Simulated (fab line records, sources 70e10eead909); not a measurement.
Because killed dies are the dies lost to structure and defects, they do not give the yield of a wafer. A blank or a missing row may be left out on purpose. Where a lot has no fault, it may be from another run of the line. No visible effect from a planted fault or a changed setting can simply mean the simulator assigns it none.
Matching of chambers / flow nandHarc / 4 sister chambers for NHARC_P_M2_STRIP_18 on rieDiel-08
The step strips in N2/H2. 48 wafers are shown with their chamber, then 12 later ones without.

## WAFERS WITH THEIR CHAMBER
wafer=L076.1; chamber=1; drypumpMotorCurrentA (A)=5.82; rfVppV (V)=89.7; oesProductAu (a.u.)=0.992
wafer=L076.4; chamber=0; drypumpMotorCurrentA (A)=6.51; rfVppV (V)=91.3; oesProductAu (a.u.)=1.004
wafer=L076.6; chamber=2; drypumpMotorCurrentA (A)=6.17; rfVppV (V)=92.7; oesProductAu (a.u.)=1.005
wafer=L077.1; chamber=2; drypumpMotorCurrentA (A)=6.16; rfVppV (V)=90.5; oesProductAu (a.u.)=1.000
wafer=L077.2; chamber=3; drypumpMotorCurrentA (A)=5.76; rfVppV (V)=91.6; oesProductAu (a.u.)=1.012
wafer=L077.6; chamber=2; drypumpMotorCurrentA (A)=6.18; rfVppV (V)=90.9; oesProductAu (a.u.)=1.014
wafer=L078.1; chamber=0; drypumpMotorCurrentA (A)=6.50; rfVppV (V)=90.8; oesProductAu (a.u.)=0.996
wafer=L078.2; chamber=3; drypumpMotorCurrentA (A)=5.74; rfVppV (V)=91.6; oesProductAu (a.u.)=1.014
wafer=L078.3; chamber=2; drypumpMotorCurrentA (A)=6.13; rfVppV (V)=91.5; oesProductAu (a.u.)=1.011
wafer=L079.2; chamber=2; drypumpMotorCurrentA (A)=6.11; rfVppV (V)=92.3; oesProductAu (a.u.)=1.010
wafer=L079.4; chamber=1; drypumpMotorCurrentA (A)=5.81; rfVppV (V)=89.1; oesProductAu (a.u.)=1.003
wafer=L079.6; chamber=0; drypumpMotorCurrentA (A)=6.52; rfVppV (V)=91.0; oesProductAu (a.u.)=0.995
wafer=L080.3; chamber=0; drypumpMotorCurrentA (A)=6.52; rfVppV (V)=89.9; oesProductAu (a.u.)=0.993
wafer=L080.4; chamber=2; drypumpMotorCurrentA (A)=6.12; rfVppV (V)=92.6; oesProductAu (a.u.)=1.006
wafer=L080.5; chamber=0; drypumpMotorCurrentA (A)=6.49; rfVppV (V)=90.7; oesProductAu (a.u.)=0.993
wafer=L082.1; chamber=2; drypumpMotorCurrentA (A)=6.11; rfVppV (V)=90.6; oesProductAu (a.u.)=1.003
wafer=L082.5; chamber=3; drypumpMotorCurrentA (A)=5.73; rfVppV (V)=92.0; oesProductAu (a.u.)=1.010
wafer=L082.6; chamber=0; drypumpMotorCurrentA (A)=6.46; rfVppV (V)=90.2; oesProductAu (a.u.)=0.993
wafer=L083.1; chamber=2; drypumpMotorCurrentA (A)=6.12; rfVppV (V)=91.7; oesProductAu (a.u.)=1.018
wafer=L083.3; chamber=0; drypumpMotorCurrentA (A)=6.54; rfVppV (V)=90.5; oesProductAu (a.u.)=0.994
wafer=L083.5; chamber=0; drypumpMotorCurrentA (A)=6.52; rfVppV (V)=91.9; oesProductAu (a.u.)=0.994
wafer=L084.3; chamber=1; drypumpMotorCurrentA (A)=5.80; rfVppV (V)=90.3; oesProductAu (a.u.)=1.012
wafer=L084.5; chamber=2; drypumpMotorCurrentA (A)=6.15; rfVppV (V)=90.2; oesProductAu (a.u.)=1.000
wafer=L084.6; chamber=3; drypumpMotorCurrentA (A)=5.72; rfVppV (V)=92.3; oesProductAu (a.u.)=1.007
wafer=L087.1; chamber=0; drypumpMotorCurrentA (A)=6.47; rfVppV (V)=91.5; oesProductAu (a.u.)=0.982
wafer=L087.2; chamber=2; drypumpMotorCurrentA (A)=6.12; rfVppV (V)=91.1; oesProductAu (a.u.)=1.004
wafer=L087.4; chamber=3; drypumpMotorCurrentA (A)=5.71; rfVppV (V)=90.5; oesProductAu (a.u.)=1.003
wafer=L085.1; chamber=0; drypumpMotorCurrentA (A)=6.49; rfVppV (V)=90.7; oesProductAu (a.u.)=0.985
wafer=L085.3; chamber=2; drypumpMotorCurrentA (A)=6.08; rfVppV (V)=91.2; oesProductAu (a.u.)=1.007
wafer=L085.5; chamber=1; drypumpMotorCurrentA (A)=5.85; rfVppV (V)=89.1; oesProductAu (a.u.)=0.997
wafer=L086.1; chamber=2; drypumpMotorCurrentA (A)=6.16; rfVppV (V)=92.1; oesProductAu (a.u.)=1.003
wafer=L086.2; chamber=1; drypumpMotorCurrentA (A)=5.78; rfVppV (V)=88.9; oesProductAu (a.u.)=0.998
wafer=L086.4; chamber=3; drypumpMotorCurrentA (A)=5.72; rfVppV (V)=91.1; oesProductAu (a.u.)=1.008
wafer=L089.3; chamber=3; drypumpMotorCurrentA (A)=5.73; rfVppV (V)=92.3; oesProductAu (a.u.)=1.002
wafer=L089.4; chamber=1; drypumpMotorCurrentA (A)=5.84; rfVppV (V)=88.4; oesProductAu (a.u.)=1.002
wafer=L089.5; chamber=1; drypumpMotorCurrentA (A)=5.83; rfVppV (V)=89.3; oesProductAu (a.u.)=1.002
wafer=L088.1; chamber=1; drypumpMotorCurrentA (A)=5.81; rfVppV (V)=88.8; oesProductAu (a.u.)=0.991
wafer=L088.3; chamber=1; drypumpMotorCurrentA (A)=5.82; rfVppV (V)=88.8; oesProductAu (a.u.)=0.987
wafer=L088.4; chamber=3; drypumpMotorCurrentA (A)=5.73; rfVppV (V)=91.9; oesProductAu (a.u.)=1.001
wafer=L090.1; chamber=3; drypumpMotorCurrentA (A)=5.72; rfVppV (V)=91.5; oesProductAu (a.u.)=0.996
wafer=L090.3; chamber=0; drypumpMotorCurrentA (A)=6.47; rfVppV (V)=91.3; oesProductAu (a.u.)=0.988
wafer=L090.4; chamber=1; drypumpMotorCurrentA (A)=5.79; rfVppV (V)=89.6; oesProductAu (a.u.)=0.991
wafer=L091.1; chamber=0; drypumpMotorCurrentA (A)=6.45; rfVppV (V)=90.0; oesProductAu (a.u.)=0.987
wafer=L091.2; chamber=2; drypumpMotorCurrentA (A)=6.16; rfVppV (V)=90.8; oesProductAu (a.u.)=1.002
wafer=L091.3; chamber=3; drypumpMotorCurrentA (A)=5.72; rfVppV (V)=90.9; oesProductAu (a.u.)=1.012
wafer=L093.2; chamber=2; drypumpMotorCurrentA (A)=6.17; rfVppV (V)=91.2; oesProductAu (a.u.)=1.012
wafer=L093.4; chamber=3; drypumpMotorCurrentA (A)=5.72; rfVppV (V)=92.7; oesProductAu (a.u.)=1.011
wafer=L093.6; chamber=3; drypumpMotorCurrentA (A)=5.71; rfVppV (V)=90.1; oesProductAu (a.u.)=1.012

SIGNATURES (means of the wafers above)
reading=drypumpMotorCurrentA; chamber 0=6.4950; chamber 1=5.8150; chamber 2=6.1386; chamber 3=5.7258; scatter within a chamber=0.0245
reading=rfVppV; chamber 0=90.817; chamber 1=89.200; chamber 2=91.386; chamber 3=91.542; scatter within a chamber=0.702
reading=oesProductAu; chamber 0=0.99200; chamber 1=0.99750; chamber 2=1.00679; chamber 3=1.00733; scatter within a chamber=0.00605
Rule: a wafer's distance from a chamber is the root of the sum, over the readings, of the square of ((its reading less the chamber's mean) divided by the reading's scatter). If the next closest chamber is less than 2 further off than the closest, the wafer can't be placed; otherwise it belongs to the closest. The scatter: the root of (the sum of the squares of (reading less its chamber's mean) over the shown wafers, divided by (wafers less chambers)).

## WAFERS WITH NO CHAMBER GIVEN
wafer=L094.3; drypumpMotorCurrentA (A)=6.46; rfVppV (V)=90.9; oesProductAu (a.u.)=0.986
wafer=L094.4; drypumpMotorCurrentA (A)=5.78; rfVppV (V)=91.3; oesProductAu (a.u.)=0.986
wafer=L094.6; drypumpMotorCurrentA (A)=6.46; rfVppV (V)=90.7; oesProductAu (a.u.)=0.983
wafer=L095.1; drypumpMotorCurrentA (A)=6.11; rfVppV (V)=93.3; oesProductAu (a.u.)=0.998
wafer=L095.2; drypumpMotorCurrentA (A)=6.55; rfVppV (V)=89.8; oesProductAu (a.u.)=1.004
wafer=L095.3; drypumpMotorCurrentA (A)=5.81; rfVppV (V)=90.4; oesProductAu (a.u.)=0.997
wafer=L096.1; drypumpMotorCurrentA (A)=5.81; rfVppV (V)=90.5; oesProductAu (a.u.)=0.999
wafer=L096.3; drypumpMotorCurrentA (A)=6.54; rfVppV (V)=91.3; oesProductAu (a.u.)=0.986
wafer=L096.4; drypumpMotorCurrentA (A)=5.83; rfVppV (V)=89.9; oesProductAu (a.u.)=1.000
wafer=L097.1; drypumpMotorCurrentA (A)=5.73; rfVppV (V)=91.5; oesProductAu (a.u.)=0.994
wafer=L097.4; drypumpMotorCurrentA (A)=5.82; rfVppV (V)=90.1; oesProductAu (a.u.)=0.990
wafer=L097.5; drypumpMotorCurrentA (A)=5.80; rfVppV (V)=90.5; oesProductAu (a.u.)=0.991

## WHICH CHAMBER EACH ONE RAN IN
wafer=L094.3; from the rows above=0; in truth=0
wafer=L094.4; from the rows above=can't be placed: 1 or 3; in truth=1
wafer=L094.6; from the rows above=0; in truth=0
wafer=L095.1; from the rows above=2; in truth=2
wafer=L095.2; from the rows above=0; in truth=0
wafer=L095.3; from the rows above=1; in truth=1
wafer=L096.1; from the rows above=1; in truth=1
wafer=L096.3; from the rows above=0; in truth=0
wafer=L096.4; from the rows above=1; in truth=1
wafer=L097.1; from the rows above=3; in truth=3
wafer=L097.4; from the rows above=1; in truth=1
wafer=L097.5; from the rows above=1; in truth=1
Correctly placed: 11 of 12. From these rows, 1 cannot be placed; in 1 the true chamber is one of the candidates. Wrongly placed: 0.
